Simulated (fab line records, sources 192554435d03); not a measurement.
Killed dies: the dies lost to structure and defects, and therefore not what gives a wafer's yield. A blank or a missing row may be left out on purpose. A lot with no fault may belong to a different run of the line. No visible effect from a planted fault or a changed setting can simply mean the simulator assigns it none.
The tool behind it: which one? / flow n5Finfet / Sampling: 8 lots, 23 wafers, 5 of 1938 route steps

== WHAT THE GAUGES SHOWED, per wafer ==
N5_BEOL_M4_RC_MEAS_101. Usual: DIBL_N 36.1 mV/V, standard deviation 1.5; DIBL_P 36.1 mV/V, standard deviation 1.9; IOFF_N 0.159 nA/um, standard deviation 0.029; IOFF_P 0.21 nA/um, standard deviation 0.038; ION_N 675 uA/um, standard deviation 11; ION_P 464 uA/um, standard deviation 8.1; SS_N 71.5 mV/dec, standard deviation 0.57; SS_P 73.3 mV/dec, standard deviation 0.64; VT_N 249 mV, standard deviation 3.1; VT_P -250 mV, standard deviation 3.8.
lot=L439; measured=day 8 09:32; on=prober-01; DIBL_N (mV/V)=37.8 35.9 36.7; DIBL_P (mV/V)=37.3 34.2 36.4; IOFF_N (nA/um)=0.161 0.137 0.148; IOFF_P (nA/um)=0.24 0.19 0.22; ION_N (uA/um)=666 672 654; ION_P (uA/um)=464 462 454; SS_N (mV/dec)=71.8 72.3 71.5; SS_P (mV/dec)=73.8 72.5 73.3; VT_N (mV)=249 250 253; VT_P (mV)=-246 -249 -247; flag=
lot=L444; measured=day 10 03:05; on=prober-02; DIBL_N (mV/V)=37.8 37.4 36.2; DIBL_P (mV/V)=38.2 37.0 36.6; IOFF_N (nA/um)=0.171 0.156 0.140; IOFF_P (nA/um)=0.24 0.21 0.21; ION_N (uA/um)=679 670 657; ION_P (uA/um)=470 456 465; SS_N (mV/dec)=72.0 71.8 71.6; SS_P (mV/dec)=74.1 73.5 73.0; VT_N (mV)=250 254 249; VT_P (mV)=-249 -249 -250; flag=
lot=L453; measured=day 12 05:31; on=prober-01; DIBL_N (mV/V)=35.6 36.9 36.6; DIBL_P (mV/V)=37.1 37.5 37.7; IOFF_N (nA/um)=0.150 0.166 0.169; IOFF_P (nA/um)=0.19 0.19 0.20; ION_N (uA/um)=663 676 675; ION_P (uA/um)=457 460 457; SS_N (mV/dec)=71.3 72.4 72.3; SS_P (mV/dec)=73.5 73.6 73.7; VT_N (mV)=253 248 251; VT_P (mV)=-254 -254 -254; flag=
lot=L456; measured=day 12 17:18; on=prober-01; DIBL_N (mV/V)=37.1 36.9 38.5; DIBL_P (mV/V)=36.9 37.2 39.3; IOFF_N (nA/um)=0.177 0.184 0.213; IOFF_P (nA/um)=0.26 0.28 0.31; ION_N (uA/um)=686 691 702; ION_P (uA/um)=476 481 479; SS_N (mV/dec)=72.1 71.4 72.2; SS_P (mV/dec)=73.8 73.1 73.5; VT_N (mV)=245 248 244; VT_P (mV)=-245 -241 -241; flag=
lot=L457; measured=day 13 12:38; on=prober-02; DIBL_N (mV/V)=35.6 34.5; DIBL_P (mV/V)=36.6 34.6; IOFF_N (nA/um)=0.159 0.131; IOFF_P (nA/um)=0.20 0.17; ION_N (uA/um)=674 664; ION_P (uA/um)=456 456; SS_N (mV/dec)=71.3 71.1; SS_P (mV/dec)=72.6 73.1; VT_N (mV)=247 252; VT_P (mV)=-252 -255; flag=

== WHAT TOOL EACH LOT RAN ON (gives the tool, then ch and the chambers of the sampled wafers, and finally the start) ==
lot=L439; N5_FIN_SAQP_ETCH_34=rieDiel-06 ch 0,3, day 2 22:17; N5_FIN_CUT_DESCUM_13=rieDiel-03 ch 0,1, day 2 23:18; N5_FIN_CUT_CUT_ETCH_26=rieDiel-03 ch 0,1, day 2 23:44; N5_FIN_CUT_CUT_ETCH_27=rieDiel-03 ch 0,1, day 2 23:47
lot=L444; N5_FIN_SAQP_ETCH_34=rieDiel-02 ch 0,2, day 4 03:29; N5_FIN_CUT_DESCUM_13=rieDiel-04 ch 0,1,2, day 4 04:23; N5_FIN_CUT_CUT_ETCH_26=rieDiel-04 ch 0,1,2, day 4 04:49; N5_FIN_CUT_CUT_ETCH_27=rieDiel-04 ch 0,1,2, day 4 04:52
lot=L445; N5_FIN_SAQP_ETCH_34=rieDiel-02 ch 0,3, day 4 10:29; N5_FIN_CUT_DESCUM_13=rieDiel-05 ch 0,1,2, day 4 11:31; N5_FIN_CUT_CUT_ETCH_26=rieDiel-05 ch 0,1,2, day 4 11:58; N5_FIN_CUT_CUT_ETCH_27=rieDiel-05 ch 0,1,2, day 4 12:00
lot=L446; N5_FIN_SAQP_ETCH_34=rieDiel-02 ch 0,1,2, day 4 17:38; N5_FIN_CUT_DESCUM_13=rieDiel-03 ch 0,1,3, day 4 18:39; N5_FIN_CUT_CUT_ETCH_26=rieDiel-03 ch 0,1,3, day 4 19:05; N5_FIN_CUT_CUT_ETCH_27=rieDiel-03 ch 0,1,3, day 4 19:08
lot=L447; N5_FIN_SAQP_ETCH_34=rieDiel-06 ch 1,2,3, day 4 23:43; N5_FIN_CUT_DESCUM_13=rieDiel-04 ch 0,3, day 5 00:44; N5_FIN_CUT_CUT_ETCH_26=rieDiel-04 ch 0,3, day 5 01:10; N5_FIN_CUT_CUT_ETCH_27=rieDiel-04 ch 0,3, day 5 01:13
lot=L453; N5_FIN_SAQP_ETCH_34=rieDiel-01 ch 0,2,3, day 6 11:42; N5_FIN_CUT_DESCUM_13=rieDiel-04 ch 1,2,3, day 6 12:40; N5_FIN_CUT_CUT_ETCH_26=rieDiel-04 ch 1,2,3, day 6 13:06; N5_FIN_CUT_CUT_ETCH_27=rieDiel-04 ch 1,2,3, day 6 13:08
lot=L456; N5_FIN_SAQP_ETCH_34=rieDiel-02 ch 1,2, day 7 01:46; N5_FIN_CUT_DESCUM_13=rieDiel-05 ch 0,3, day 7 02:39; N5_FIN_CUT_CUT_ETCH_26=rieDiel-05 ch 0,3, day 7 03:05; N5_FIN_CUT_CUT_ETCH_27=rieDiel-05 ch 0,3, day 7 03:08
lot=L457; N5_FIN_SAQP_ETCH_34=rieDiel-01 ch 0,3, day 7 07:53; N5_FIN_CUT_DESCUM_13=rieDiel-05 ch 1, day 7 09:25; N5_FIN_CUT_CUT_ETCH_26=rieDiel-05 ch 1, day 7 09:51; N5_FIN_CUT_CUT_ETCH_27=rieDiel-05 ch 1, day 7 09:54
- N5_FIN_SAQP_ETCH_34: etches SiO2 in C4F6/O2, target depth 45 nm, time 15 s.
- N5_FIN_CUT_DESCUM_13: chemistry O2, time 7 s.
- N5_FIN_CUT_CUT_ETCH_26: etches SiNx in CH3F/O2, target depth 39 nm, time 55.7 s.
- N5_FIN_CUT_CUT_ETCH_27: etches SiO2 in CHF3/O2, target depth 4 nm, overetch 2 nm, time 4.9 s.

== WHAT THE TOOLS THEMSELVES READ (means of the sampled wafers that have a number; where no wafer has one, the mark that the record gives instead) ==
N5_FIN_SAQP_ETCH_34. Usual: C4F6_flow_sccm 9.999 sccm, standard deviation 0.027; O2_flow_sccm 9.998 sccm, standard deviation 0.028; drypumpMotorCurrentA 5.6 A, standard deviation 0.5; etchRfOnTimeS 14.98 s, standard deviation 0.17; oes_ar_750_au 0.85 a.u., standard deviation 0.075; oesProductAu 0.72 a.u., standard deviation 0.066; rfVppV 662 V, standard deviation 6.4; showerheadPlenumPTorr 2.87 Torr, standard deviation 0.11; throttleValvePct 20.95 %, standard deviation 0.19.
lot=L439; tool=rieDiel-06; C4F6_flow_sccm (sccm)=10.021; O2_flow_sccm (sccm)=10.003; drypumpMotorCurrentA (A)=5.2; etchRfOnTimeS (s)=15.06; oes_ar_750_au (a.u.)=0.86; oesProductAu (a.u.)=0.73; rfVppV (V)=675; showerheadPlenumPTorr (Torr)=2.90; throttleValvePct (%)=21.03; flag=
lot=L444; tool=rieDiel-02; C4F6_flow_sccm (sccm)=9.980; O2_flow_sccm (sccm)=9.998; drypumpMotorCurrentA (A)=5.8; etchRfOnTimeS (s)=14.94; oes_ar_750_au (a.u.)=0.94; oesProductAu (a.u.)=0.80; rfVppV (V)=658; showerheadPlenumPTorr (Torr)=2.96; throttleValvePct (%)=20.78; flag=
lot=L445; tool=rieDiel-02; C4F6_flow_sccm (sccm)=9.993; O2_flow_sccm (sccm)=10.013; drypumpMotorCurrentA (A)=5.4; etchRfOnTimeS (s)=14.90; oes_ar_750_au (a.u.)=0.93; oesProductAu (a.u.)=0.80; rfVppV (V)=661; showerheadPlenumPTorr (Torr)=2.88; throttleValvePct (%)=20.85; flag=
lot=L446; tool=rieDiel-02; C4F6_flow_sccm (sccm)=9.996; O2_flow_sccm (sccm)=10.004; drypumpMotorCurrentA (A)=5.7; etchRfOnTimeS (s)=14.97; oes_ar_750_au (a.u.)=0.90; oesProductAu (a.u.)=0.76; rfVppV (V)=658; showerheadPlenumPTorr (Torr)=2.93; throttleValvePct (%)=20.75; flag=
lot=L447; tool=rieDiel-06; C4F6_flow_sccm (sccm)=10.004; O2_flow_sccm (sccm)=10.009; drypumpMotorCurrentA (A)=5.7; etchRfOnTimeS (s)=14.93; oes_ar_750_au (a.u.)=0.88; oesProductAu (a.u.)=0.75; rfVppV (V)=673; showerheadPlenumPTorr (Torr)=2.92; throttleValvePct (%)=21.02; flag=
lot=L453; tool=rieDiel-01; C4F6_flow_sccm (sccm)=9.993; O2_flow_sccm (sccm)=9.991; drypumpMotorCurrentA (A)=6.1; etchRfOnTimeS (s)=15.00; oes_ar_750_au (a.u.)=0.78; oesProductAu (a.u.)=0.66; rfVppV (V)=661; showerheadPlenumPTorr (Torr)=2.76; throttleValvePct (%)=21.15; flag=
lot=L456; tool=rieDiel-02; C4F6_flow_sccm (sccm)=9.993; O2_flow_sccm (sccm)=9.975; drypumpMotorCurrentA (A)=5.7; etchRfOnTimeS (s)=14.90; oes_ar_750_au (a.u.)=0.84; oesProductAu (a.u.)=0.71; rfVppV (V)=656; showerheadPlenumPTorr (Torr)=2.95; throttleValvePct (%)=20.82; flag=
lot=L457; tool=rieDiel-01; C4F6_flow_sccm (sccm)=10.018; O2_flow_sccm (sccm)=9.998; drypumpMotorCurrentA (A)=5.9; etchRfOnTimeS (s)=15.01; oes_ar_750_au (a.u.)=0.80; oesProductAu (a.u.)=0.69; rfVppV (V)=663; showerheadPlenumPTorr (Torr)=2.74; throttleValvePct (%)=21.14; flag=

N5_FIN_CUT_DESCUM_13. Usual: drypumpMotorCurrentA 5.6 A, standard deviation 0.5; o2FlowSccm 224.9 sccm, standard deviation 0.61; oesProductAu 0.76 a.u., standard deviation 0.091; rfVppV 243.0 V, standard deviation 1.5; showerheadPlenumPTorr 2.08 Torr, standard deviation 0.074; throttleValvePct 20.32 %, standard deviation 0.3.
lot=L439; tool=rieDiel-03; drypumpMotorCurrentA (A)=5.1; o2FlowSccm (sccm)=224.7; oesProductAu (a.u.)=0.91; rfVppV (V)=243.5; showerheadPlenumPTorr (Torr)=2.18; throttleValvePct (%)=20.57; flag=
lot=L444; tool=rieDiel-04; drypumpMotorCurrentA (A)=5.5; o2FlowSccm (sccm)=225.2; oesProductAu (a.u.)=0.73; rfVppV (V)=242.0; showerheadPlenumPTorr (Torr)=2.03; throttleValvePct (%)=20.44; flag=
lot=L445; tool=rieDiel-05; drypumpMotorCurrentA (A)=5.7; o2FlowSccm (sccm)=224.9; oesProductAu (a.u.)=0.79; rfVppV (V)=242.8; showerheadPlenumPTorr (Torr)=2.09; throttleValvePct (%)=20.07; flag=
lot=L446; tool=rieDiel-03; drypumpMotorCurrentA (A)=5.3; o2FlowSccm (sccm)=224.7; oesProductAu (a.u.)=0.79; rfVppV (V)=243.6; showerheadPlenumPTorr (Torr)=2.12; throttleValvePct (%)=20.67; flag=
lot=L447; tool=rieDiel-04; drypumpMotorCurrentA (A)=5.8; o2FlowSccm (sccm)=225.4; oesProductAu (a.u.)=0.78; rfVppV (V)=242.0; showerheadPlenumPTorr (Torr)=2.02; throttleValvePct (%)=20.37; flag=
lot=L453; tool=rieDiel-04; drypumpMotorCurrentA (A)=5.8; o2FlowSccm (sccm)=224.7; oesProductAu (a.u.)=0.74; rfVppV (V)=242.2; showerheadPlenumPTorr (Torr)=2.04; throttleValvePct (%)=20.52; flag=
lot=L456; tool=rieDiel-05; drypumpMotorCurrentA (A)=5.3; o2FlowSccm (sccm)=224.7; oesProductAu (a.u.)=0.84; rfVppV (V)=244.0; showerheadPlenumPTorr (Torr)=2.10; throttleValvePct (%)=19.89; flag=
lot=L457; tool=rieDiel-05; drypumpMotorCurrentA (A)=5.8; o2FlowSccm (sccm)=225.2; oesProductAu (a.u.)=0.70; rfVppV (V)=242.4; showerheadPlenumPTorr (Torr)=1.98; throttleValvePct (%)=20.41; flag=

N5_FIN_CUT_CUT_ETCH_26. Usual: CH3F_flow_sccm 30.01 sccm, standard deviation 0.094; O2_flow_sccm 20.00 sccm, standard deviation 0.06; drypumpMotorCurrentA 5.6 A, standard deviation 0.5; oes_ar_750_au 0.76 a.u., standard deviation 0.083; oesProductAu 0.76 a.u., standard deviation 0.088; rfVppV 294 V, standard deviation 5; showerheadPlenumPTorr 1.99 Torr, standard deviation 0.068; throttleValvePct 16.26 %, standard deviation 0.24.
lot=L439; tool=rieDiel-03; CH3F_flow_sccm (sccm)=29.98; O2_flow_sccm (sccm)=20.02; drypumpMotorCurrentA (A)=5.2; oes_ar_750_au (a.u.)=0.90; oesProductAu (a.u.)=0.88; rfVppV (V)=297; showerheadPlenumPTorr (Torr)=2.07; throttleValvePct (%)=16.41; flag=
lot=L444; tool=rieDiel-04; CH3F_flow_sccm (sccm)=30.03; O2_flow_sccm (sccm)=20.05; drypumpMotorCurrentA (A)=5.5; oes_ar_750_au (a.u.)=0.74; oesProductAu (a.u.)=0.74; rfVppV (V)=291; showerheadPlenumPTorr (Torr)=1.93; throttleValvePct (%)=16.35; flag=
lot=L445; tool=rieDiel-05; CH3F_flow_sccm (sccm)=-; O2_flow_sccm (sccm)=-; drypumpMotorCurrentA (A)=-; oes_ar_750_au (a.u.)=-; oesProductAu (a.u.)=-; rfVppV (V)=-; showerheadPlenumPTorr (Torr)=-; throttleValvePct (%)=-; flag=OFF
lot=L446; tool=rieDiel-03; CH3F_flow_sccm (sccm)=-; O2_flow_sccm (sccm)=-; drypumpMotorCurrentA (A)=-; oes_ar_750_au (a.u.)=-; oesProductAu (a.u.)=-; rfVppV (V)=-; showerheadPlenumPTorr (Torr)=-; throttleValvePct (%)=-; flag=OFF
lot=L447; tool=rieDiel-04; CH3F_flow_sccm (sccm)=-; O2_flow_sccm (sccm)=-; drypumpMotorCurrentA (A)=-; oes_ar_750_au (a.u.)=-; oesProductAu (a.u.)=-; rfVppV (V)=-; showerheadPlenumPTorr (Torr)=-; throttleValvePct (%)=-; flag=OFF
lot=L453; tool=rieDiel-04; CH3F_flow_sccm (sccm)=29.98; O2_flow_sccm (sccm)=19.98; drypumpMotorCurrentA (A)=5.8; oes_ar_750_au (a.u.)=0.75; oesProductAu (a.u.)=0.75; rfVppV (V)=287; showerheadPlenumPTorr (Torr)=1.94; throttleValvePct (%)=16.40; flag=
lot=L456; tool=rieDiel-05; CH3F_flow_sccm (sccm)=30.02; O2_flow_sccm (sccm)=19.98; drypumpMotorCurrentA (A)=5.3; oes_ar_750_au (a.u.)=0.84; oesProductAu (a.u.)=0.83; rfVppV (V)=294; showerheadPlenumPTorr (Torr)=2.01; throttleValvePct (%)=15.92; flag=
lot=L457; tool=rieDiel-05; CH3F_flow_sccm (sccm)=29.91; O2_flow_sccm (sccm)=19.98; drypumpMotorCurrentA (A)=5.8; oes_ar_750_au (a.u.)=0.70; oesProductAu (a.u.)=0.69; rfVppV (V)=294; showerheadPlenumPTorr (Torr)=1.90; throttleValvePct (%)=16.36; flag=

N5_FIN_CUT_CUT_ETCH_27. Usual: CHF3_flow_sccm 50.01 sccm, standard deviation 0.15; O2_flow_sccm 5.000 sccm, standard deviation 0.015; drypumpMotorCurrentA 5.6 A, standard deviation 0.5; oes_ar_750_au 0.76 a.u., standard deviation 0.083; oesProductAu 0.60 a.u., standard deviation 0.067; rfVppV 517 V, standard deviation 8.8; showerheadPlenumPTorr 2.39 Torr, standard deviation 0.079; throttleValvePct 18.71 %, standard deviation 0.24.
lot=L439; tool=rieDiel-03; CHF3_flow_sccm (sccm)=49.98; O2_flow_sccm (sccm)=4.997; drypumpMotorCurrentA (A)=5.2; oes_ar_750_au (a.u.)=0.89; oesProductAu (a.u.)=0.70; rfVppV (V)=523; showerheadPlenumPTorr (Torr)=2.49; throttleValvePct (%)=18.90; flag=
lot=L444; tool=rieDiel-04; CHF3_flow_sccm (sccm)=49.99; O2_flow_sccm (sccm)=5.006; drypumpMotorCurrentA (A)=5.5; oes_ar_750_au (a.u.)=0.74; oesProductAu (a.u.)=0.58; rfVppV (V)=515; showerheadPlenumPTorr (Torr)=2.33; throttleValvePct (%)=18.81; flag=
lot=L445; tool=rieDiel-05; CHF3_flow_sccm (sccm)=49.96; O2_flow_sccm (sccm)=5.003; drypumpMotorCurrentA (A)=5.7; oes_ar_750_au (a.u.)=0.79; oesProductAu (a.u.)=0.62; rfVppV (V)=522; showerheadPlenumPTorr (Torr)=2.41; throttleValvePct (%)=18.51; flag=
lot=L446; tool=rieDiel-03; CHF3_flow_sccm (sccm)=49.91; O2_flow_sccm (sccm)=5.017; drypumpMotorCurrentA (A)=5.3; oes_ar_750_au (a.u.)=0.78; oesProductAu (a.u.)=0.62; rfVppV (V)=518; showerheadPlenumPTorr (Torr)=2.44; throttleValvePct (%)=19.00; flag=
lot=L447; tool=rieDiel-04; CHF3_flow_sccm (sccm)=50.00; O2_flow_sccm (sccm)=4.995; drypumpMotorCurrentA (A)=5.8; oes_ar_750_au (a.u.)=0.77; oesProductAu (a.u.)=0.60; rfVppV (V)=516; showerheadPlenumPTorr (Torr)=2.31; throttleValvePct (%)=18.69; flag=
lot=L453; tool=rieDiel-04; CHF3_flow_sccm (sccm)=50.07; O2_flow_sccm (sccm)=5.000; drypumpMotorCurrentA (A)=5.8; oes_ar_750_au (a.u.)=0.75; oesProductAu (a.u.)=0.59; rfVppV (V)=507; showerheadPlenumPTorr (Torr)=2.34; throttleValvePct (%)=18.87; flag=
lot=L456; tool=rieDiel-05; CHF3_flow_sccm (sccm)=49.84; O2_flow_sccm (sccm)=4.989; drypumpMotorCurrentA (A)=5.3; oes_ar_750_au (a.u.)=0.84; oesProductAu (a.u.)=0.66; rfVppV (V)=517; showerheadPlenumPTorr (Torr)=2.42; throttleValvePct (%)=18.38; flag=
lot=L457; tool=rieDiel-05; CHF3_flow_sccm (sccm)=50.02; O2_flow_sccm (sccm)=4.999; drypumpMotorCurrentA (A)=5.8; oes_ar_750_au (a.u.)=0.69; oesProductAu (a.u.)=0.56; rfVppV (V)=520; showerheadPlenumPTorr (Torr)=2.29; throttleValvePct (%)=18.80; flag=

== THE ANSWER, worked out from the rows above alone ==
Rule: lot off if the mean of its wafers having a number is beyond 3 standard deviations from the usual mean. Also off: a lot with no number at a reading for which 4 or more lots have one. Where the step has rows for the other lots, those lots are counted as sound. Order of review: gauges by route order, followed by the tools' own readings, for which a lot's mean as printed above is used. At the first step where some lot is off, the reading lying furthest off is the one used; lots without a number count as furthest.
Off: L445, L446, L447, at N5_FIN_CUT_CUT_ETCH_26 (CH3F_flow_sccm). Without a number there: L445, L446, L447.
A tool fits if, at that step or a process step before it, it ran every lot that is off, and no sound lot after the first of them. Not one of the candidates tried fits.

== WHAT HAD BEEN PUT IN BY THE SIMULATOR ==
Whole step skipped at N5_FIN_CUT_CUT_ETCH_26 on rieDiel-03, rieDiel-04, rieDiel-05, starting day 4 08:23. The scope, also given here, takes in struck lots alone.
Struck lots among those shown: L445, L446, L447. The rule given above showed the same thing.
